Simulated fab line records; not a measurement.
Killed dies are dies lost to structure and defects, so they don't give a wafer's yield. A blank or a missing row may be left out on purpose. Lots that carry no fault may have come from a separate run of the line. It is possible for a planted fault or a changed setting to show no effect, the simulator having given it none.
Which tool is to blame?    flow nand-harc    Sampling: 12 lots, 36 wafers, 6 of 1302 route steps

## WHAT EACH GAUGE READ, for each wafer
NHARC_P_CONTACT_INSPECT_27. Usual: raw-defect-count at 302, with a standard deviation of 130.
lot   measured      on                 raw-defect-count  flag
L206  day 5 23:51   defect-inspect-02  699 614 278       
L207  day 6 10:02   defect-inspect-02  170 160 209       
L209  day 7 00:40   defect-inspect-02  237 177 135       
L210  day 7 19:11   defect-inspect-02  242 295 175       
L211  day 8 00:53   defect-inspect-02  286 271 147       
L213  day 8 17:07   defect-inspect-01  323 278 356       
L218  day 11 01:58  defect-inspect-02  329 520 676       
L222  day 12 22:30  defect-inspect-01  270 190 196       
L223  day 13 06:00  defect-inspect-01  767 239 349       
L225  day 13 21:23  defect-inspect-02  158 99 140        
L228  day 15 02:29  defect-inspect-02  119 181 219       
L229  day 15 20:20  defect-inspect-01  275 568 342       

NHARC_P_M0_OVL_MEAS_10: pitch 180 nm. Usual: overlay-x-nm 0.1 nm, standard deviation 0.81; overlay-y-nm -0.2 nm, standard deviation 0.82.
lot   measured      on          overlay-x-nm (nm)  overlay-y-nm (nm)  flag
L206  day 6 00:52   overlay-01  0.6 0.5 0.3        1.2 1.0 0.5        
L207  day 6 11:01   overlay-01  0.3 -0.9 0.1       -0.1 0.2 -0.1      
L209  day 7 01:40   overlay-01  0.0 0.2 0.0        1.6 2.0 2.4        
L210  day 7 20:10   overlay-01  -0.2 -0.4 -0.7     0.0 0.1 -0.3       
L211  day 8 01:53   overlay-01  -1.2 -0.1 -0.8     -0.9 -0.8 -0.5     
L213  day 8 18:07   overlay-02  0.2 0.3 0.2        0.6 1.1 0.9        
L218  day 11 02:50  overlay-02  1.5 0.6 0.8        -0.2 0.2 -0.1      
L222  day 12 23:37  overlay-02  0.1 0.4 0.0        -0.9 -1.0 -1.1     
L223  day 13 06:59  overlay-01  -1.0 -1.3 -1.3     0.2 0.2 0.1        
L225  day 13 22:23  overlay-01  0.1 0.3 0.2        -0.1 0.3 0.4       
L228  day 15 03:29  overlay-01  0.4 0.4 0.8        0.0 -0.5 -0.1      
L229  day 15 21:19  overlay-01  0.6 -0.1 0.6       -1.3 -1.2 -1.2     

NHARC_P_M1_CD_MEAS_09 targets a cd of 130 nm. Usual: cd-nm at 129.5 nm, with a standard deviation of 0.57.
lot   measured      on         cd-nm (nm)         flag
L206  day 6 04:56   cd-sem-03  129.0 129.5 129.8  
L207  day 6 15:02   cd-sem-01  129.5 129.2 129.2  
L209  day 7 05:34   cd-sem-03  130.0 128.8 129.0  
L210  day 8 00:08   cd-sem-03  129.9 129.9 129.9  
L211  day 8 05:55   cd-sem-02  130.1 129.8 130.4  
L213  day 8 22:20   cd-sem-02  130.2 129.6 129.9  
L218  day 11 06:51  cd-sem-01  126.3 126.3 126.7  OFF
L222  day 13 03:35  cd-sem-01  126.1 126.9 127.4  OFF
L223  day 13 10:58  cd-sem-02  128.2 128.6 128.6  
L225  day 14 02:13  cd-sem-02  129.8 129.0 129.0  
L228  day 15 07:29  cd-sem-01  128.8 129.7 129.6  
L229  day 16 01:20  cd-sem-03  129.5 130.2 130.0  

NHARC_P_M1_OVL_MEAS_10: pitch 260 nm. Usual: overlay-x-nm -0.1 nm, standard deviation 0.86; overlay-y-nm 0.2 nm, standard deviation 0.66.
lot   measured      on          overlay-x-nm (nm)  overlay-y-nm (nm)  flag
L206  day 6 05:01   overlay-02  1.4 1.0 0.8        -0.2 -0.7 0.3      
L207  day 6 15:08   overlay-02  0.4 0.2 0.6        0.5 1.2 1.2        
L209  day 7 05:38   overlay-02  -0.6 -0.9 -1.2     -0.8 -1.0 -1.1     
L210  day 8 00:14   overlay-02  -2.0 -2.3 -1.4     0.0 0.0 0.9        
L211  day 8 05:59   overlay-01  -0.8 -0.9 -0.3     1.2 1.0 0.0        
L213  day 8 22:25   overlay-02  1.1 1.3 0.9        1.0 0.9 0.5        
L218  day 11 06:56  overlay-02  0.1 0.4 0.2        0.7 0.3 -0.3       
L222  day 13 03:41  overlay-01  0.3 0.0 0.4        0.6 -0.4 0.1       
L223  day 13 11:03  overlay-02  1.4 1.7 1.6        0.5 0.8 1.2        
L225  day 14 02:17  overlay-02  -0.5 -0.9 -1.2     -1.7 -1.1 -1.1     
L228  day 15 07:34  overlay-01  -0.6 0.9 0.5       -1.0 -0.2 -0.4     
L229  day 16 01:25  overlay-01  0.2 -0.2 -0.1      0.2 0.3 0.3        

NHARC_END_SORT_01. Usual: defect-limited-yield 91.4 %, standard deviation 2.7; killed-at-array 53, standard deviation 18; killed-at-other 1.0, standard deviation 1.2; killed-at-periphery 3.6, standard deviation 2.4; killed-dies 58, standard deviation 18; killed-open 3.4, standard deviation 1.8; killed-short 2.3, standard deviation 1.5; sort_bin_2_pct 3.1 %, standard deviation 1.2; sort_bin_3_pct 0.7 %, standard deviation 0.39; sort_bin_4_pct 4.8 %, standard deviation 1.6; sort-n-pass 619, standard deviation 18; sort-rim-yield-pct 88 %, standard deviation 4.1; sort-yield-pct 91.4 %, standard deviation 2.7.
lot   measured      on         defect-limited-yield (%)  killed-at-array  killed-at-other  killed-at-periphery  killed-dies  killed-open  killed-short  sort_bin_2_pct (%)  sort_bin_3_pct (%)  sort_bin_4_pct (%)  sort-n-pass  sort-rim-yield-pct (%)  sort-yield-pct (%)  flag
L218  day 29 13:43  prober-01  93.8                      40               0                2                    42           3            2             2.4                 0.4                 3.4                 635          86                      93.8                

## EACH LOT AND THE TOOL THAT RAN IT (in order: tool; ch and the chambers of the sampled wafers; start)
lot   NHARC_P_M1_EXPOSE_06
L206  arfi-scanner-03 ch 0, day 6 04:47
L207  arfi-scanner-01 ch 0, day 6 14:54
L209  arfi-scanner-01 ch 0, day 7 05:25
L210  arfi-scanner-03 ch 0, day 8 00:01
L211  arfi-scanner-01 ch 0, day 8 05:46
L213  arfi-scanner-03 ch 0, day 8 22:12
L218  arfi-scanner-02 ch 0, day 11 06:43
L222  arfi-scanner-02 ch 0, day 13 03:27
L223  arfi-scanner-03 ch 0, day 13 10:49
L225  arfi-scanner-03 ch 0, day 14 02:04
L228  arfi-scanner-03 ch 0, day 15 07:20
L229  arfi-scanner-01 ch 0, day 16 01:11
- NHARC_P_M1_EXPOSE_06: exposes mask P M1, target cd 130 nm.

## WHAT THE TOOLS THEMSELVES READ (means of the sampled wafers that have a number; where no wafer has one, the mark that the record gives instead)
NHARC_P_M1_EXPOSE_06. Usual: exposure-dose-mJ-cm2 at 81.84, with a standard deviation of 0.094.
lot   tool             exposure-dose-mJ-cm2  flag
L206  arfi-scanner-03  81.88                 
L207  arfi-scanner-01  81.82                 
L209  arfi-scanner-01  81.79                 
L210  arfi-scanner-03  81.85                 
L211  arfi-scanner-01  81.98                 
L213  arfi-scanner-03  81.86                 
L218  arfi-scanner-02  77.38                 OFF
L222  arfi-scanner-02  78.37                 OFF
L223  arfi-scanner-03  81.81                 
L225  arfi-scanner-03  81.84                 
L228  arfi-scanner-03  81.87                 
L229  arfi-scanner-01  81.89                 

## THE ANSWER, worked out from the rows above alone
Rule: lot off if the mean of its wafers having a number is beyond 3 standard deviations from the usual mean. A lot without any number at a reading at which 4 lots or more have one is off too. All remaining lots with rows at the step are treated as sound. First the gauges in route order, then the tools' own readings, where a lot's mean is used as printed above. At the first step where some lot is off, the reading lying furthest off is the one used; lots without a number count as furthest.
Off: L218, L222 (NHARC_P_M1_CD_MEAS_09, cd-nm).
If a tool, at a process step before that reading, ran all the lots that are off and no sound lot after the first of them, it fits. The gauges at NHARC_P_M1_CD_MEAS_09 aren't tried: what is off there is off at NHARC_P_M1_EXPOSE_06 too, on other tools, and a gauge's error can't cause that. One fits: arfi-scanner-02 at NHARC_P_M1_EXPOSE_06. It ran no sound lot before its first lot that is off in this sample, so the start can't be narrowed down.
On the lots that are off, the tool's own readings at NHARC_P_M1_EXPOSE_06 differ by more than 5 times the standard deviation of the sound lots' means, which bears it out; exposure-dose-mJ-cm2 reads 77.88 there versus 81.86 on the sound lots.

## WHAT WAS PUT IN BY THE SIMULATOR
Process parameters drifting: arfi-scanner-02 at NHARC_P_M1_EXPOSE_06, beginning at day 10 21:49. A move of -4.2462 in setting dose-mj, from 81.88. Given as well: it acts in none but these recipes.
Shown lots that were struck: L218, L222. The rule given above showed the same thing.
